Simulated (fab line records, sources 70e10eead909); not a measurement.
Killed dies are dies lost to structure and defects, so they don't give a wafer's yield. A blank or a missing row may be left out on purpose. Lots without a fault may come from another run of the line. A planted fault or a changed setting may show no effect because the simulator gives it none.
Tool commonality check | flow nand_harc | 13 lots, 39 wafers sampled

WHY IT WAS OPENED
At NHARC_END_WLT_00 the reading VT_DECK1_MEDIAN_NEAR_BOTTOM is flagged on 1 of 13 lots. Wafers without a fault read 0.872, standard deviation 0.006.
Rule: a lot is flagged when every wafer of it that has a number lies more than 4 standard deviations from that mean, or none has a number. The other lots count as sound.

lot  | measured     | on        | VT_DECK1_MEDIAN_NEAR_BOTTOM, wafer by wafer | flag
L475 | day 24 05:26 | prober-02 | 0.861 0.878 0.864                           |
L474 | day 24 20:23 | prober-02 | 0.870 0.871 0.878                           |
L478 | day 25 21:48 | prober-01 | 0.876 0.873 0.877                           |
L477 | day 26 05:54 | prober-02 | 0.871 0.881 0.874                           |
L479 | day 26 17:15 | prober-01 | 0.872 0.870 0.871                           |
L481 | day 27 07:40 | prober-02 | 0.871 0.872 0.871                           |
L484 | day 28 10:25 | prober-01 | 0.864 0.875 0.869                           |
L485 | day 28 21:41 | prober-02 | 0.856 0.858 0.864                           |
L487 | day 29 15:54 | prober-02 | 0.865 0.871 0.884                           |
L486 | day 29 15:54 | prober-01 | 0.867 0.874 0.876                           |
L489 | day 29 23:47 | prober-01 | 0.911 0.898 0.902                           | FLAGGED
L492 | day 31 16:15 | prober-01 | 0.864 0.869 0.883                           |
L497 | day 34 10:31 | prober-01 | 0.873 0.873 0.875                           |
The numbers of the flagged lots are 0.904 on average: +0.032 against the usual, or +5 standard deviations.

WHICH TOOL RAN EACH LOT
The record holds 3 process steps before the reading, out of a route of 1302 steps. In each cell: the tool, then ch and the chambers that the sampled wafers went through, then the start.
lot  | flag    | NHARC_A_M0_ECD_22              | NHARC_A_BONDPAD_ANNEAL_28        | NHARC_THIN_TSV_STRIP_45
L475 |         | ecd_cu-01 ch 0,1, day 22 18:29 | rtp_anneal-01 ch 0, day 23 03:30 | plasma_asher-01 ch 0,1, day 23 16:31
L474 |         | ecd_cu-01 ch 0,1, day 23 06:52 | rtp_anneal-01 ch 0, day 23 15:50 | plasma_asher-01 ch 0,1, day 24 08:11
L478 |         | ecd_cu-02 ch 0,1, day 24 12:50 | rtp_anneal-02 ch 0, day 24 22:01 | plasma_asher-01 ch 0, day 25 10:47
L477 |         | ecd_cu-01 ch 0, day 24 11:28   | rtp_anneal-02 ch 0, day 24 20:58 | plasma_asher-01 ch 1, day 25 11:55
L479 |         | ecd_cu-02 ch 0,1, day 25 06:28 | rtp_anneal-02 ch 0, day 25 15:55 | plasma_asher-01 ch 0,1, day 26 06:12
L481 |         | ecd_cu-01 ch 0,1, day 25 20:03 | rtp_anneal-01 ch 0, day 26 05:28 | plasma_asher-01 ch 1, day 26 20:10
L484 |         | ecd_cu-02 ch 0,1, day 26 18:11 | rtp_anneal-02 ch 0, day 27 03:27 | plasma_asher-02 ch 0,1, day 27 18:32
L485 |         | ecd_cu-02 ch 0,1, day 27 09:11 | rtp_anneal-01 ch 0, day 27 18:17 | plasma_asher-02 ch 0,1, day 28 08:40
L487 |         | ecd_cu-01 ch 0,1, day 28 07:19 | rtp_anneal-02 ch 0, day 28 16:33 | plasma_asher-02 ch 0,1, day 29 06:53
L486 |         | ecd_cu-01 ch 0, day 28 05:09   | rtp_anneal-02 ch 0, day 28 14:21 | plasma_asher-02 ch 1, day 29 04:31
L489 | FLAGGED | ecd_cu-01 ch 0,1, day 28 08:27 | rtp_anneal-01 ch 0, day 28 17:23 | plasma_asher-02 ch 0,1, day 29 08:47
L492 |         | ecd_cu-02 ch 0,1, day 30 04:51 | rtp_anneal-01 ch 0, day 30 13:53 | plasma_asher-02 ch 0,1, day 31 04:49
L497 |         | ecd_cu-02 ch 0,1, day 32 15:51 | rtp_anneal-02 ch 0, day 33 01:04 | plasma_asher-02 ch 0,1, day 33 23:11
What these steps do:
- NHARC_A_M0_ECD_22: material Cu, target thk 400 nm.
- NHARC_A_BONDPAD_ANNEAL_28: time 90 s.
- NHARC_THIN_TSV_STRIP_45: strips in O2.
- NHARC_END_WLT_00

FLAGGED OVER TOTAL, TOOL BY TOOL (the gauges that took the reading come last)
step                      | tool            | lots run | flagged | share of the flagged lots | sound lots run after its first flagged lot
NHARC_A_M0_ECD_22         | ecd_cu-01       | 7        | 1       | all                       | 0
NHARC_A_M0_ECD_22         | ecd_cu-02       | 6        | 0       | none                      | -
NHARC_A_BONDPAD_ANNEAL_28 | rtp_anneal-01   | 6        | 1       | all                       | 1 (L492)
NHARC_A_BONDPAD_ANNEAL_28 | rtp_anneal-02   | 7        | 0       | none                      | -
NHARC_THIN_TSV_STRIP_45   | plasma_asher-01 | 6        | 0       | none                      | -
NHARC_THIN_TSV_STRIP_45   | plasma_asher-02 | 7        | 1       | all                       | 2 (L492,L497)
NHARC_END_WLT_00          | prober-01       | 7        | 1       | all                       | 2 (L492,L497)
NHARC_END_WLT_00          | prober-02       | 6        | 0       | none                      | -

WHAT THE TABLE ALLOWS
4 rows of the table ran every flagged lot: ecd_cu-01 at NHARC_A_M0_ECD_22, rtp_anneal-01 at NHARC_A_BONDPAD_ANNEAL_28, plasma_asher-02 at NHARC_THIN_TSV_STRIP_45, prober-01 at NHARC_END_WLT_00.
- ecd_cu-01 at NHARC_A_M0_ECD_22: 1 of its 7 lots flagged. Its last sound lot is L487 (day 28 07:19), its first flagged lot L489 (day 28 08:27): a fault that began between those two fits.
- rtp_anneal-01 at NHARC_A_BONDPAD_ANNEAL_28: 1 of its 6 lots flagged. Sound lots ran on it after the first flagged one (L492), which a lasting fault on the whole tool wouldn't allow.
- plasma_asher-02 at NHARC_THIN_TSV_STRIP_45: 1 of its 7 lots flagged. Sound lots ran on it after the first flagged one (L492, L497), which a lasting fault on the whole tool wouldn't allow.
- prober-01 at NHARC_END_WLT_00: 1 of its 7 lots flagged. Sound lots ran on it after the first flagged one (L492, L497), which a lasting fault on the whole tool wouldn't allow.
One tool is left: ecd_cu-01 at NHARC_A_M0_ECD_22.

WHAT THE SIMULATOR HAD PUT IN
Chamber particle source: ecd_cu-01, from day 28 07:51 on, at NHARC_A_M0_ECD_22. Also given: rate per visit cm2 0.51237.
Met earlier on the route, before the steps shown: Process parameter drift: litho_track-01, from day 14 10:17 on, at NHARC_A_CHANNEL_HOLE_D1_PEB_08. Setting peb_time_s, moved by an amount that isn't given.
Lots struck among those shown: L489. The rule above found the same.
